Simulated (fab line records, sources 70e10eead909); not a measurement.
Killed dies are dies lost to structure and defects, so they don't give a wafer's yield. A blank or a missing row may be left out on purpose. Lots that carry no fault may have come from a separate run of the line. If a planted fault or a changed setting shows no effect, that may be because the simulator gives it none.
Which tool is to blame? / flow nand_harc / 24 lots, 72 wafers sampled, at 2 steps of a route of 1159

== WHAT THE GAUGES READ, wafer by wafer ==
NHARC_A_M0_INSPECT_27.
lot=L075; measured=day 17 13:54; on=defect_inspect-02; raw_defect_count=354 364 394
lot=L074; measured=day 17 23:06; on=defect_inspect-02; raw_defect_count=753 389 323
lot=L077; measured=day 18 07:23; on=defect_inspect-02; raw_defect_count=402 560 463
lot=L076; measured=day 18 13:19; on=defect_inspect-02; raw_defect_count=378 365 381
lot=L078; measured=day 18 16:37; on=defect_inspect-02; raw_defect_count=330 395 280
lot=L080; measured=day 18 21:05; on=defect_inspect-02; raw_defect_count=445 446 343
lot=L079; measured=day 18 21:24; on=defect_inspect-01; raw_defect_count=575 428 634
lot=L083; measured=day 19 08:30; on=defect_inspect-02; raw_defect_count=516 489 487
lot=L082; measured=day 19 14:37; on=defect_inspect-01; raw_defect_count=491 511 417
lot=L081; measured=day 19 21:05; on=defect_inspect-02; raw_defect_count=488 421 333
lot=L085; measured=day 19 22:37; on=defect_inspect-01; raw_defect_count=505 453 587
lot=L084; measured=day 20 00:49; on=defect_inspect-02; raw_defect_count=390 460 394
lot=L088; measured=day 20 08:18; on=defect_inspect-02; raw_defect_count=553 449 395
lot=L087; measured=day 20 12:34; on=defect_inspect-01; raw_defect_count=802 551 793
lot=L090; measured=day 21 01:22; on=defect_inspect-02; raw_defect_count=387 435 524
lot=L086; measured=day 21 02:55; on=defect_inspect-02; raw_defect_count=436 431 332
lot=L089; measured=day 21 04:42; on=defect_inspect-01; raw_defect_count=420 457 518
lot=L091; measured=day 22 03:03; on=defect_inspect-02; raw_defect_count=387 469 369
lot=L092; measured=day 22 04:05; on=defect_inspect-02; raw_defect_count=366 502 331
lot=L093; measured=day 22 04:50; on=defect_inspect-02; raw_defect_count=402 382 399
lot=L096; measured=day 23 04:43; on=defect_inspect-02; raw_defect_count=349 292 233
lot=L094; measured=day 23 09:25; on=defect_inspect-02; raw_defect_count=477 402 400
lot=L095; measured=day 23 09:59; on=defect_inspect-01; raw_defect_count=602 400 827
lot=L097; measured=day 23 16:32; on=defect_inspect-01; raw_defect_count=404 277 308

== EACH LOT AND THE TOOL THAT RAN IT (in order: tool; ch and the chambers of the sampled wafers; start) ==
lot=L075; NHARC_A_M0_CMP_23=cmp-01 ch 1,3, day 17 13:26
lot=L074; NHARC_A_M0_CMP_23=cmp-01 ch 1,2,3, day 17 22:38
lot=L077; NHARC_A_M0_CMP_23=cmp-03 ch 0,1,3, day 18 06:55
lot=L076; NHARC_A_M0_CMP_23=cmp-02 ch 0,1,2, day 18 12:50
lot=L078; NHARC_A_M0_CMP_23=cmp-03 ch 0,1, day 18 16:09
lot=L080; NHARC_A_M0_CMP_23=cmp-02 ch 0,2, day 18 20:37
lot=L079; NHARC_A_M0_CMP_23=cmp-01 ch 0,1,3, day 18 20:59
lot=L083; NHARC_A_M0_CMP_23=cmp-01 ch 1,2,3, day 19 08:02
lot=L082; NHARC_A_M0_CMP_23=cmp-03 ch 0,3, day 19 14:08
lot=L081; NHARC_A_M0_CMP_23=cmp-02 ch 0,1,3, day 19 20:40
lot=L085; NHARC_A_M0_CMP_23=cmp-02 ch 0,1,3, day 19 22:12
lot=L084; NHARC_A_M0_CMP_23=cmp-03 ch 0,1,3, day 20 00:20
lot=L088; NHARC_A_M0_CMP_23=cmp-03 ch 0,2,3, day 20 07:52
lot=L087; NHARC_A_M0_CMP_23=cmp-02 ch 0,1,2, day 20 12:09
lot=L090; NHARC_A_M0_CMP_23=cmp-03 ch 0,2,3, day 21 00:54
lot=L086; NHARC_A_M0_CMP_23=cmp-03 ch 1,3, day 21 02:26
lot=L089; NHARC_A_M0_CMP_23=cmp-03 ch 0,1,2, day 21 04:17
lot=L091; NHARC_A_M0_CMP_23=cmp-03 ch 0,1,2, day 22 02:37
lot=L092; NHARC_A_M0_CMP_23=cmp-01 ch 0,1, day 22 03:37
lot=L093; NHARC_A_M0_CMP_23=cmp-02 ch 0,2,3, day 22 04:26
lot=L096; NHARC_A_M0_CMP_23=cmp-03 ch 0,1,2, day 23 04:16
lot=L094; NHARC_A_M0_CMP_23=cmp-03 ch 1,2,3, day 23 08:58
lot=L095; NHARC_A_M0_CMP_23=cmp-01 ch 1,2,3, day 23 09:34
lot=L097; NHARC_A_M0_CMP_23=cmp-03 ch 0,2, day 23 16:04
- NHARC_A_M0_CMP_23: polishes, t overpolish 20 s, target thk 113.75 nm.

== AS READ BY THE TOOLS THEMSELVES (means over the sampled wafers that have a number; for cases with no such wafer, the mark the record gives instead) ==
NHARC_A_M0_CMP_23.
lot=L075; tool=cmp-01; motor_current_A (A)=11.1; time_to_endpoint_s (s)=33
lot=L074; tool=cmp-01; motor_current_A (A)=12.2; time_to_endpoint_s (s)=31
lot=L077; tool=cmp-03; motor_current_A (A)=11.7; time_to_endpoint_s (s)=30
lot=L076; tool=cmp-02; motor_current_A (A)=10.6; time_to_endpoint_s (s)=27
lot=L078; tool=cmp-03; motor_current_A (A)=12.6; time_to_endpoint_s (s)=29
lot=L080; tool=cmp-02; motor_current_A (A)=10.2; time_to_endpoint_s (s)=27
lot=L079; tool=cmp-01; motor_current_A (A)=11.7; time_to_endpoint_s (s)=32
lot=L083; tool=cmp-01; motor_current_A (A)=11.9; time_to_endpoint_s (s)=29
lot=L082; tool=cmp-03; motor_current_A (A)=11.9; time_to_endpoint_s (s)=27
lot=L081; tool=cmp-02; motor_current_A (A)=10.8; time_to_endpoint_s (s)=26
lot=L085; tool=cmp-02; motor_current_A (A)=11.0; time_to_endpoint_s (s)=27
lot=L084; tool=cmp-03; motor_current_A (A)=10.8; time_to_endpoint_s (s)=28
lot=L088; tool=cmp-03; motor_current_A (A)=11.3; time_to_endpoint_s (s)=24
lot=L087; tool=cmp-02; motor_current_A (A)=10.7; time_to_endpoint_s (s)=26
lot=L090; tool=cmp-03; motor_current_A (A)=11.1; time_to_endpoint_s (s)=25
lot=L086; tool=cmp-03; motor_current_A (A)=10.7; time_to_endpoint_s (s)=30
lot=L089; tool=cmp-03; motor_current_A (A)=11.8; time_to_endpoint_s (s)=28
lot=L091; tool=cmp-03; motor_current_A (A)=11.7; time_to_endpoint_s (s)=33
lot=L092; tool=cmp-01; motor_current_A (A)=11.7; time_to_endpoint_s (s)=30
lot=L093; tool=cmp-02; motor_current_A (A)=10.8; time_to_endpoint_s (s)=31
lot=L096; tool=cmp-03; motor_current_A (A)=12.0; time_to_endpoint_s (s)=30
lot=L094; tool=cmp-03; motor_current_A (A)=11.0; time_to_endpoint_s (s)=30
lot=L095; tool=cmp-01; motor_current_A (A)=11.7; time_to_endpoint_s (s)=31
lot=L097; tool=cmp-03; motor_current_A (A)=11.4; time_to_endpoint_s (s)=25

== THE ANSWER, worked out from the rows above alone ==
Rule: usual is defined by the lots themselves. The widest of any qualifying gaps counts: lots, ordered by their means at a reading, are off when they make up no more than a third of the lots, leave a main group of 4 or more, and stand apart from it by 3 or more times the standard deviation of that group's means. If all means in a main group match to the digits the tables above print for the reading, that group is not used. A lot without any number at a reading at which 4 lots or more have one is off too. All remaining lots with rows at the step are treated as sound. After the gauges, taken in route order, come the tools' own readings; for these a lot's mean is taken, as printed above. At the first step where some lot is off, the reading lying furthest off is the one used; lots without a number count as furthest.
None of the lots is off at any reading shown; this tells nothing.

== WHAT THE SIMULATOR HAD PUT IN ==
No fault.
